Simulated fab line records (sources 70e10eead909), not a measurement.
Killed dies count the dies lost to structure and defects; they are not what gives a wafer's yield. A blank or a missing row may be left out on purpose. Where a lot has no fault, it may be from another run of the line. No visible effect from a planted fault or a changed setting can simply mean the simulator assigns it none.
What tool caused it? | flow nand_harc | 24 lots with 72 wafers sampled at 2 steps, on a route of 1302 steps

## WHAT THE GAUGES READ, wafer by wafer
NHARC_A_CHANNEL_FILL_D2_INSPECT_13. Usual: raw_defect_count reads 370 (standard deviation 130).
lot  | measured     | on                | raw_defect_count | flag
L074 | day 15 15:34 | defect_inspect-01 | 392 296 400      |
L075 | day 15 15:35 | defect_inspect-02 | 325 236 360      |
L076 | day 16 06:30 | defect_inspect-01 | 482 340 483      |
L077 | day 16 14:34 | defect_inspect-02 | 264 350 327      |
L079 | day 17 02:59 | defect_inspect-02 | 384 401 526      |
L078 | day 17 03:09 | defect_inspect-02 | 423 326 303      |
L081 | day 18 02:44 | defect_inspect-02 | 263 303 324      |
L080 | day 18 02:44 | defect_inspect-01 | 335 379 276      |
L082 | day 19 09:22 | defect_inspect-01 | 352 684 368      |
L083 | day 19 09:32 | defect_inspect-02 | 536 365 786      |
L085 | day 19 19:15 | defect_inspect-02 | 321 299 367      |
L084 | day 19 19:25 | defect_inspect-01 | 199 207 146      |
L086 | day 20 19:31 | defect_inspect-02 | 346 414 290      |
L087 | day 21 11:10 | defect_inspect-01 | 222 247 263      |
L089 | day 21 11:10 | defect_inspect-02 | 295 463 446      |
L088 | day 21 11:20 | defect_inspect-02 | 685 675 582      |
L090 | day 22 00:15 | defect_inspect-02 | 373 448 401      |
L091 | day 22 21:29 | defect_inspect-02 | 330 411 466      |
L092 | day 23 04:20 | defect_inspect-02 | 317 310 299      |
L093 | day 23 04:21 | defect_inspect-01 | 227 502 466      |
L094 | day 23 17:26 | defect_inspect-02 | 276 400 674      |
L095 | day 24 10:18 | defect_inspect-01 | 212 310 155      |
L096 | day 24 19:17 | defect_inspect-01 | 276 374 433      |
L097 | day 25 05:39 | defect_inspect-01 | 309 537 289      |

## WHAT TOOL EACH LOT RAN ON (gives the tool, then ch and the chambers of the sampled wafers, and finally the start)
lot  | NHARC_A_CHANNEL_FILL_D2_RTA_24
L074 | rtp_anneal-02 ch 0, day 15 15:23
L075 | rtp_anneal-01 ch 0, day 15 15:25
L076 | rtp_anneal-02 ch 0, day 16 06:18
L077 | rtp_anneal-02 ch 0, day 16 14:24
L079 | rtp_anneal-02 ch 0, day 17 02:47
L078 | rtp_anneal-02 ch 0, day 17 02:59
L081 | rtp_anneal-01 ch 0, day 18 02:32
L080 | rtp_anneal-02 ch 0, day 18 02:35
L082 | rtp_anneal-02 ch 0, day 19 09:10
L083 | rtp_anneal-02 ch 0, day 19 09:20
L085 | rtp_anneal-01 ch 0, day 19 19:06
L084 | rtp_anneal-01 ch 0, day 19 19:17
L086 | rtp_anneal-01 ch 0, day 20 19:20
L087 | rtp_anneal-01 ch 0, day 21 10:58
L089 | rtp_anneal-02 ch 0, day 21 10:58
L088 | rtp_anneal-01 ch 0, day 21 11:13
L090 | rtp_anneal-01 ch 0, day 22 00:05
L091 | rtp_anneal-02 ch 0, day 22 21:19
L092 | rtp_anneal-02 ch 0, day 23 04:08
L093 | rtp_anneal-01 ch 0, day 23 04:11
L094 | rtp_anneal-02 ch 0, day 23 17:14
L095 | rtp_anneal-01 ch 0, day 24 10:06
L096 | rtp_anneal-02 ch 0, day 24 19:05
L097 | rtp_anneal-02 ch 0, day 25 05:29
- NHARC_A_CHANNEL_FILL_D2_RTA_24: time 5 s.

## WHAT THE TOOLS THEMSELVES READ (means of the sampled wafers that have a number; where no wafer has one, the mark that the record gives instead)
NHARC_A_CHANNEL_FILL_D2_RTA_24. Usual: lamp_power_pct 29.2 %, standard deviation 1.9; lamp_zone_2_pct 29.2 %, standard deviation 1.9; lamp_zone_4_pct 29.2 %, standard deviation 1.9; lamp_zone_5_pct 29.2 %, standard deviation 1.9; wafer_temp_C_max 1003.8, standard deviation 1.
lot  | tool          | lamp_power_pct (%) | lamp_zone_2_pct (%) | lamp_zone_4_pct (%) | lamp_zone_5_pct (%) | wafer_temp_C_max | flag
L074 | rtp_anneal-02 | 27.6               | 27.6                | 27.6                | 27.6                | 1003.9           |
L075 | rtp_anneal-01 | 31.4               | 31.4                | 31.4                | 31.4                | 1003.2           |
L076 | rtp_anneal-02 | 27.6               | 27.6                | 27.6                | 27.6                | 1003.8           |
L077 | rtp_anneal-02 | 27.6               | 27.6                | 27.6                | 27.6                | 1004.1           |
L079 | rtp_anneal-02 | 27.6               | 27.6                | 27.6                | 27.6                | 1005.1           |
L078 | rtp_anneal-02 | 27.6               | 27.6                | 27.6                | 27.6                | 1004.9           |
L081 | rtp_anneal-01 | 31.4               | 31.4                | 31.4                | 31.4                | 1003.4           |
L080 | rtp_anneal-02 | 27.6               | 27.6                | 27.6                | 27.6                | 1004.7           |
L082 | rtp_anneal-02 | 27.6               | 27.6                | 27.6                | 27.5                | 1004.4           |
L083 | rtp_anneal-02 | 27.6               | 27.6                | 27.6                | 27.6                | 1005.0           |
L085 | rtp_anneal-01 | 31.4               | 31.4                | 31.5                | 31.4                | 1003.3           |
L084 | rtp_anneal-01 | 31.5               | 31.5                | 31.4                | 31.4                | 1002.6           |
L086 | rtp_anneal-01 | 31.4               | 31.4                | 31.4                | 31.4                | 1002.7           |
L087 | rtp_anneal-01 | 31.4               | 31.3                | 31.4                | 31.4                | 1003.5           |
L089 | rtp_anneal-02 | 27.7               | 27.6                | 27.6                | 27.6                | 1004.5           |
L088 | rtp_anneal-01 | 31.4               | 31.4                | 31.4                | 31.4                | 1003.1           |
L090 | rtp_anneal-01 | 31.4               | 31.4                | 31.4                | 31.4                | 1002.6           |
L091 | rtp_anneal-02 | 27.6               | 27.5                | 27.6                | 27.6                | 1003.9           |
L092 | rtp_anneal-02 | 27.6               | 27.6                | 27.6                | 27.6                | 1004.8           |
L093 | rtp_anneal-01 | 31.4               | 31.4                | 31.4                | 31.4                | 1002.7           |
L094 | rtp_anneal-02 | 27.6               | 27.6                | 27.6                | 27.6                | 1004.5           |
L095 | rtp_anneal-01 | 31.4               | 31.4                | 31.4                | 31.4                | 1002.3           |
L096 | rtp_anneal-02 | 27.6               | 27.6                | 27.6                | 27.6                | 1004.2           |
L097 | rtp_anneal-02 | 27.6               | 27.6                | 27.6                | 27.6                | 1005.1           |

## THE ANSWER, worked out from the rows above alone
Rule: a lot is off if the mean of its wafers that have a number lies more than 3 standard deviations from the usual mean. A lot without any number at a reading at which 4 lots or more have one is off too. Any other lot the step has rows for is counted as sound. The gauges are gone through in route order, then the tools' own readings, and for those a lot's mean is taken as printed above. At the first step where some lot is off, the reading lying furthest off is the one used; lots without a number count as furthest.
Nothing can be told from this: no lot is off at any reading shown.

## WHAT HAD BEEN PUT IN BY THE SIMULATOR
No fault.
